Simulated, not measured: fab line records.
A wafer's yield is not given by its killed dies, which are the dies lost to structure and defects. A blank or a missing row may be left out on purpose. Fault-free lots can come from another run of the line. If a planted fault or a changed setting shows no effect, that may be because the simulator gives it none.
What tool caused it?	flow n5_finfet	21 lots, 63 wafers sampled, at 6 steps of a route of 1938

WHAT THE GAUGES SHOWED, per wafer
The record holds no reading of a measuring or inspecting step that can be judged against a usual standard deviation.

WHICH TOOL RAN EACH LOT (tool, then ch and the chambers of the sampled wafers, then the start)
lot	N5_BEOL_M12_ETCH_38	N5_BEOL_M12_SPUTTER_45	N5_BEOL_M12_CMP_49	N5_BEOL_M13_ETCH_67	N5_BEOL_M14_SPUTTER_45	N5_BEOL_M15_DESCUM_15
L076	rie_diel-04 ch 0,1,2, day 11 02:52	pvd_sputter-02, day 11 03:22	cmp-03 ch 2,3, day 11 04:47	rie_diel-03 ch 1,2,3, day 11 07:16	pvd_sputter-03, day 11 19:40	rie_diel-06 ch 1,2,3, day 11 21:31
L074	rie_diel-05 ch 1,2, day 11 03:14	pvd_sputter-02, day 11 03:46	cmp-02 ch 0,2, day 11 05:04	rie_diel-06 ch 2,3, day 11 07:43	pvd_sputter-02, day 11 19:44	rie_diel-03 ch 0,2, day 11 21:52
L078	rie_diel-02 ch 1,3, day 11 20:19	pvd_sputter-02, day 11 20:52	cmp-01 ch 0,2,3, day 11 22:16	rie_diel-06 ch 0,1, day 12 00:11	pvd_sputter-01, day 12 09:09	rie_diel-03 ch 1,2,3, day 12 11:20
L079	rie_diel-04 ch 0,1,2, day 12 03:53	pvd_sputter-02, day 12 04:37	cmp-01 ch 0,2, day 12 05:12	rie_diel-06 ch 2,3, day 12 07:20	pvd_sputter-01, day 12 15:23	rie_diel-03 ch 1,2,3, day 12 17:25
L082	rie_diel-05 ch 0,1,3, day 13 09:56	pvd_sputter-02, day 13 10:25	cmp-03 ch 0,1,2, day 13 11:01	rie_diel-06 ch 0,1,2, day 13 13:02	pvd_sputter-01, day 13 21:38	rie_diel-06 ch 1,2,3, day 13 23:23
L081	rie_diel-05 ch 0,1, day 13 10:02	pvd_sputter-01, day 13 10:29	cmp-01 ch 1,3, day 13 11:04	rie_diel-03 ch 0,1, day 13 13:19	pvd_sputter-02, day 13 21:58	rie_diel-03 ch 0,1,2, day 14 00:17
L085	rie_diel-04 ch 1,2,3, day 13 11:17	pvd_sputter-01, day 13 12:11	cmp-02 ch 1,2,3, day 13 12:52	rie_diel-06 ch 1,2, day 13 15:23	pvd_sputter-01, day 14 01:48	rie_diel-06 ch 0,2, day 14 03:49
L083	rie_diel-02 ch 0,1,3, day 13 12:10	pvd_sputter-01, day 13 13:16	cmp-01 ch 1,2,3, day 13 13:49	rie_diel-06 ch 0,1,3, day 13 16:25	pvd_sputter-01, day 14 02:07	rie_diel-06 ch 0,3, day 14 04:14
L084	rie_diel-02 ch 0,2, day 13 13:28	pvd_sputter-01, day 13 14:34	cmp-02 ch 0,1,3, day 13 15:07	rie_diel-06 ch 0,1,3, day 13 17:34	pvd_sputter-02, day 14 02:08	rie_diel-01 ch 0,2, day 14 04:23
L087	rie_diel-04 ch 1,3, day 14 07:52	pvd_sputter-02, day 14 08:29	cmp-02 ch 0,3, day 14 09:16	rie_diel-03 ch 0,2, day 14 11:23	pvd_sputter-03, day 14 19:41	rie_diel-01 ch 0,1, day 14 21:26
L088	rie_diel-04 ch 0,1,3, day 14 13:43	pvd_sputter-02, day 14 14:20	cmp-03 ch 0,2,3, day 14 15:11	rie_diel-06 ch 0,3, day 14 17:20	pvd_sputter-03, day 15 04:02	rie_diel-06 ch 0,1,3, day 15 06:10
L086	rie_diel-04 ch 0,1,3, day 14 13:49	pvd_sputter-03, day 14 14:25	cmp-01 ch 0,1,2, day 14 15:29	rie_diel-03 ch 0,1,3, day 14 18:01	pvd_sputter-03, day 15 04:36	rie_diel-01 ch 0,1,3, day 15 06:34
L089	rie_diel-02 ch 0,2,3, day 15 09:16	pvd_sputter-02, day 15 09:46	cmp-03 ch 0,2, day 15 10:24	rie_diel-03 ch 0,1, day 15 12:49	pvd_sputter-01, day 15 22:02	rie_diel-01 ch 0,1,2, day 15 23:54
L093	rie_diel-05 ch 0,1,2, day 15 10:16	pvd_sputter-03, day 15 10:55	cmp-01 ch 1,2,3, day 15 11:33	rie_diel-03 ch 0,2,3, day 15 13:33	pvd_sputter-01, day 16 02:09	rie_diel-01 ch 0,3, day 16 04:04
L091	rie_diel-02 ch 0,3, day 15 12:53	pvd_sputter-02, day 15 13:41	cmp-01 ch 0,1,2, day 15 14:19	rie_diel-01 ch 1,2, day 15 16:22	pvd_sputter-01, day 16 03:02	rie_diel-06 ch 0,3, day 16 05:16
L090	rie_diel-05 ch 0,2, day 15 13:13	pvd_sputter-02, day 15 14:00	cmp-02 ch 1,3, day 15 14:36	rie_diel-03 ch 1,3, day 15 16:42	pvd_sputter-01, day 16 03:26	rie_diel-06 ch 0,1,2, day 16 06:43
L092	rie_diel-02 ch 0,1,3, day 15 16:13	pvd_sputter-03, day 15 16:52	cmp-01 ch 0,1,2, day 15 17:25	rie_diel-01 ch 0,1,3, day 15 19:26	pvd_sputter-03, day 16 03:41	rie_diel-06 ch 0,2,3, day 16 07:16
L095	rie_diel-04 ch 1,2, day 16 17:10	pvd_sputter-02, day 16 18:47	cmp-02 ch 0,1, day 16 19:20	rie_diel-03 ch 0,1, day 16 21:20	pvd_sputter-03, day 17 09:34	rie_diel-03 ch 2,3, day 17 11:38
L094	rie_diel-05 ch 0,2,3, day 17 01:34	pvd_sputter-02, day 17 02:14	cmp-02 ch 0,3, day 17 02:49	rie_diel-03 ch 0,3, day 17 05:10	pvd_sputter-03, day 17 14:33	rie_diel-01 ch 0,2,3, day 17 16:55
L097	rie_diel-02 ch 2,3, day 17 02:08	pvd_sputter-02, day 17 02:54	cmp-01 ch 2,3, day 17 03:28	rie_diel-06 ch 1,3, day 17 05:53	pvd_sputter-02, day 17 17:59	rie_diel-06 ch 0,2,3, day 17 19:53
L096	rie_diel-05 ch 1,2, day 17 13:11	pvd_sputter-03, day 17 13:57	cmp-01 ch 0,2, day 17 14:33	rie_diel-06 ch 0,1,3, day 17 17:01	pvd_sputter-01, day 18 03:44	rie_diel-03 ch 0,1,2, day 18 05:56
- N5_BEOL_M12_ETCH_38: etches SiCN in CF4/N2, target depth 68.7 nm, time 73.4 s.
- N5_BEOL_M12_SPUTTER_45: material Cu, target thk 80 nm, time 13.33 s.
- N5_BEOL_M12_CMP_49: polishes, stops on SiOC, t overpolish 20.6 s, target thk 320 nm.
- N5_BEOL_M13_ETCH_67: etches SiARC in CF4, target depth 143 nm, time 238.3 s.
- N5_BEOL_M14_SPUTTER_45: material Cu, target thk 100 nm, time 16.67 s.
- N5_BEOL_M15_DESCUM_15: chemistry O2, time 7.9 s.

WHAT THE TOOLS THEMSELVES READ (means of the sampled wafers that have a number; where no wafer has one, the mark that the record gives instead)
N5_BEOL_M12_ETCH_38. Usual: chamber_pressure_mTorr 40.00 mTorr, standard deviation 0.033; drypump_motor_current_A 5.7 A, standard deviation 0.44; oes_product_au 0.82 a.u., standard deviation 0.076; rf_vpp_V 382.3 V, standard deviation 1.8; showerhead_plenum_p_Torr 2.21 Torr, standard deviation 0.072; throttle_valve_pct 15.33 %, standard deviation 0.17.
lot	tool	chamber_pressure_mTorr (mTorr)	drypump_motor_current_A (A)	oes_product_au (a.u.)	rf_vpp_V (V)	showerhead_plenum_p_Torr (Torr)	throttle_valve_pct (%)	flag
L076	rie_diel-04	40.01	5.5	0.93	381.9	2.19	15.11	
L074	rie_diel-05	39.99	6.2	0.93	382.4	2.23	15.41	
L078	rie_diel-02	40.00	5.4	0.83	382.6	2.23	15.26	
L079	rie_diel-04	40.02	5.5	0.91	381.5	2.18	15.13	
L082	rie_diel-05	39.98	5.5	0.83	382.4	2.21	15.38	
L081	rie_diel-05	39.97	5.7	0.83	380.7	2.14	15.34	
L085	rie_diel-04	40.00	5.9	0.83	382.6	2.21	15.35	
L083	rie_diel-02	39.97	5.5	0.78	382.4	2.18	15.32	
L084	rie_diel-02	39.99	5.9	0.73	381.4	2.16	15.41	
L087	rie_diel-04	40.03	6.1	0.72	383.4	2.24	15.48	
L088	rie_diel-04	40.01	5.7	0.78	382.4	2.21	15.29	
L086	rie_diel-04	39.98	5.7	0.78	381.7	2.21	15.29	
L089	rie_diel-02	40.02	5.9	0.76	382.4	2.20	15.30	
L093	rie_diel-05	40.01	5.9	0.83	381.2	2.17	15.43	
L091	rie_diel-02	39.98	5.7	0.72	380.1	2.13	15.40	
L090	rie_diel-05	39.97	6.3	0.87	381.9	2.22	15.42	
L092	rie_diel-02	40.02	5.6	0.76	381.0	2.18	15.35	
L095	rie_diel-04	40.01	5.5	0.83	382.0	2.20	15.32	
L094	rie_diel-05	40.03	5.8	0.83	382.4	2.24	15.44	
L097	rie_diel-02	40.02	5.9	0.79	383.2	2.25	15.20	
L096	rie_diel-05	40.01	6.2	0.84	382.3	2.21	15.51	

N5_BEOL_M12_SPUTTER_45. Usual: 30.2 % for throttle_valve_pct, sd 0.67.
lot	tool	throttle_valve_pct (%)	flag
L076	pvd_sputter-02	30.0	
L074	pvd_sputter-02	30.4	
L078	pvd_sputter-02	30.2	
L079	pvd_sputter-02	30.2	
L082	pvd_sputter-02	30.0	
L081	pvd_sputter-01	30.4	
L085	pvd_sputter-01	30.4	
L083	pvd_sputter-01	30.7	
L084	pvd_sputter-01	30.8	
L087	pvd_sputter-02	30.2	
L088	pvd_sputter-02	30.4	
L086	pvd_sputter-03	29.9	
L089	pvd_sputter-02	29.7	
L093	pvd_sputter-03	29.5	
L091	pvd_sputter-02	30.4	
L090	pvd_sputter-02	30.7	
L092	pvd_sputter-03	29.9	
L095	pvd_sputter-02	30.5	
L094	pvd_sputter-02	30.3	
L097	pvd_sputter-02	30.1	
L096	pvd_sputter-03	29.9	

N5_BEOL_M12_CMP_49. Usual: barrier_field_endpoint_s 29.9 s, standard deviation 0.77; clearing_platen_down_force_psi 1.4998 psi, standard deviation 0.0028; motor_current_A 6.0 A, standard deviation 0.56; overpolish_run_s 20.600 s, standard deviation 0.0096; pad_life_wafers 921, standard deviation 400.
lot	tool	barrier_field_endpoint_s (s)	clearing_platen_down_force_psi (psi)	motor_current_A (A)	overpolish_run_s (s)	pad_life_wafers	flag
L076	cmp-03	29.0	1.5005	6.8	20.603	96	
L074	cmp-02	30.0	1.5013	5.8	20.607	607	
L078	cmp-01	28.0	1.4978	6.5	20.589	440	
L079	cmp-01	29.8	1.4979	6.4	20.598	506	
L082	cmp-03	30.4	1.4990	6.3	20.599	524	
L081	cmp-01	29.1	1.5005	6.2	20.595	728	
L085	cmp-02	30.9	1.5012	5.7	20.599	993	
L083	cmp-01	30.1	1.5030	6.0	20.602	752	
L084	cmp-02	30.1	1.5036	5.6	20.594	1009	
L087	cmp-02	29.6	1.5002	5.8	20.602	1142	
L088	cmp-03	29.9	1.4994	6.7	20.607	745	
L086	cmp-01	29.7	1.5005	6.1	20.609	962	
L089	cmp-03	30.6	1.5008	6.9	20.604	865	
L093	cmp-01	30.1	1.4997	6.0	20.600	1112	
L091	cmp-01	29.7	1.4992	6.2	20.605	1142	
L090	cmp-02	29.3	1.5000	5.5	20.595	1352	
L092	cmp-01	30.6	1.5018	6.1	20.601	1165	
L095	cmp-02	30.4	1.5028	5.5	20.594	1566	
L094	cmp-02	30.7	1.4981	6.1	20.600	1632	
L097	cmp-01	29.8	1.5006	6.5	20.600	1430	
L096	cmp-01	29.1	1.4997	6.6	20.602	1538	

N5_BEOL_M13_ETCH_67. Usual: chamber_pressure_mTorr 40.01 mTorr (standard deviation 0.034); drypump_motor_current_A 5.7 A (standard deviation 0.59); etch_rf_on_time_s 239 s (standard deviation 5.4); oes_product_au 0.69 a.u. (standard deviation 0.074); rf_vpp_V 184.2 V (standard deviation 1.2); showerhead_plenum_p_Torr 2.14 Torr (standard deviation 0.058); throttle_valve_pct 15.51 % (standard deviation 0.26).
lot	tool	chamber_pressure_mTorr (mTorr)	drypump_motor_current_A (A)	etch_rf_on_time_s (s)	oes_product_au (a.u.)	rf_vpp_V (V)	showerhead_plenum_p_Torr (Torr)	throttle_valve_pct (%)	flag
L076	rie_diel-03	40.01	5.9	237	0.72	185.0	2.16	15.56	
L074	rie_diel-06	40.01	5.2	239	0.71	184.4	2.14	15.27	
L078	rie_diel-06	40.04	5.8	246	0.62	184.3	2.06	15.81	
L079	rie_diel-06	40.00	5.5	241	0.68	184.9	2.18	15.44	
L082	rie_diel-06	40.01	5.4	243	0.64	183.2	2.08	15.59	
L081	rie_diel-03	40.00	6.2	239	0.76	184.8	2.17	15.22	
L085	rie_diel-06	40.01	5.0	239	0.68	182.8	2.09	15.35	
L083	rie_diel-06	40.00	5.7	243	0.62	184.4	2.13	15.74	
L084	rie_diel-06	40.00	5.6	242	0.63	184.5	2.13	15.75	
L087	rie_diel-03	40.01	6.6	232	0.77	183.1	2.13	15.39	
L088	rie_diel-06	40.02	6.0	246	0.62	182.8	2.10	15.81	
L086	rie_diel-03	40.02	5.9	240	0.76	185.0	2.17	15.33	
L089	rie_diel-03	39.98	6.0	245	0.72	184.6	2.16	15.34	
L093	rie_diel-03	39.99	6.2	235	0.76	183.5	2.15	15.38	
L091	rie_diel-01	40.02	5.2	234	0.60	185.2	2.18	15.73	
L090	rie_diel-03	39.99	5.6	244	0.73	184.4	2.17	15.42	
L092	rie_diel-01	40.01	5.3	239	0.60	183.5	2.12	15.85	
L095	rie_diel-03	39.99	6.0	243	0.71	185.2	2.16	15.33	
L094	rie_diel-03	40.02	6.1	238	0.75	185.9	2.17	15.29	
L097	rie_diel-06	40.01	5.2	235	0.74	184.2	2.14	15.43	
L096	rie_diel-06	40.01	5.6	239	0.67	184.0	2.11	15.63	

N5_BEOL_M14_SPUTTER_45. Usual: 30.2 % for throttle_valve_pct, sd 0.77.
lot	tool	throttle_valve_pct (%)	flag
L076	pvd_sputter-03	30.1	
L074	pvd_sputter-02	30.4	
L078	pvd_sputter-01	30.2	
L079	pvd_sputter-01	30.3	
L082	pvd_sputter-01	30.8	
L081	pvd_sputter-02	30.6	
L085	pvd_sputter-01	31.0	
L083	pvd_sputter-01	30.9	
L084	pvd_sputter-02	30.4	
L087	pvd_sputter-03	29.8	
L088	pvd_sputter-03	30.0	
L086	pvd_sputter-03	29.5	
L089	pvd_sputter-01	30.4	
L093	pvd_sputter-01	30.9	
L091	pvd_sputter-01	30.9	
L090	pvd_sputter-01	30.3	
L092	pvd_sputter-03	29.3	
L095	pvd_sputter-03	29.1	
L094	pvd_sputter-03	29.1	
L097	pvd_sputter-02	30.2	
L096	pvd_sputter-01	30.3	

N5_BEOL_M15_DESCUM_15. Usual: chamber_pressure_mTorr 19.999 mTorr, standard deviation 0.018; drypump_motor_current_A 5.7 A, standard deviation 0.57; oes_product_au 0.79 a.u., standard deviation 0.088; rf_vpp_V 243.0 V, standard deviation 1.2; showerhead_plenum_p_Torr 2.09 Torr, standard deviation 0.063; throttle_valve_pct 20.41 %, standard deviation 0.26.
lot	tool	chamber_pressure_mTorr (mTorr)	drypump_motor_current_A (A)	oes_product_au (a.u.)	rf_vpp_V (V)	showerhead_plenum_p_Torr (Torr)	throttle_valve_pct (%)	flag
L076	rie_diel-06	20.010	5.3	0.78	242.6	2.10	20.29	
L074	rie_diel-03	20.007	6.6	0.95	243.2	2.10	20.28	
L078	rie_diel-03	20.012	5.9	0.83	243.6	2.12	20.48	
L079	rie_diel-03	19.995	5.9	0.82	243.7	2.12	20.48	
L082	rie_diel-06	20.004	5.2	0.77	244.1	2.10	20.31	
L081	rie_diel-03	19.998	6.3	0.88	242.9	2.11	20.26	
L085	rie_diel-06	19.995	5.4	0.80	241.8	2.02	20.22	
L083	rie_diel-06	20.009	6.1	0.74	242.7	2.05	20.55	
L084	rie_diel-01	20.010	5.7	0.75	243.2	2.08	20.50	
L087	rie_diel-01	20.020	5.0	0.71	243.3	2.11	20.52	
L088	rie_diel-06	19.988	5.6	0.82	243.5	2.07	20.40	
L086	rie_diel-01	19.998	5.3	0.71	242.7	2.07	20.66	
L089	rie_diel-01	19.996	5.4	0.72	243.2	2.10	20.54	
L093	rie_diel-01	19.990	5.4	0.72	243.1	2.05	20.81	
L091	rie_diel-06	19.994	5.9	0.73	242.8	2.11	20.48	
L090	rie_diel-06	19.997	5.4	0.83	241.9	2.02	20.30	
L092	rie_diel-06	20.002	5.6	0.76	242.4	2.06	20.37	
L095	rie_diel-03	19.999	5.8	0.89	242.9	2.12	20.48	
L094	rie_diel-01	19.974	5.7	0.71	242.8	2.04	20.68	
L097	rie_diel-06	19.993	5.7	0.75	242.8	2.06	20.38	
L096	rie_diel-03	20.004	6.3	0.85	243.3	2.10	20.30	

THE ANSWER, worked out from the rows above alone
Rule: lot off if the mean of its wafers having a number is beyond 3 standard deviations from the usual mean. Also off: a lot with no number at a reading for which 4 or more lots have one. All remaining lots with rows at the step are treated as sound. Order of review: gauges by route order, followed by the tools' own readings, for which a lot's mean as printed above is used. At the first step where some lot is off, the reading lying furthest off is the one used; lots without a number count as furthest.
No lot is off at any reading shown: from this, nothing can be told.

WHAT WAS PUT IN BY THE SIMULATOR
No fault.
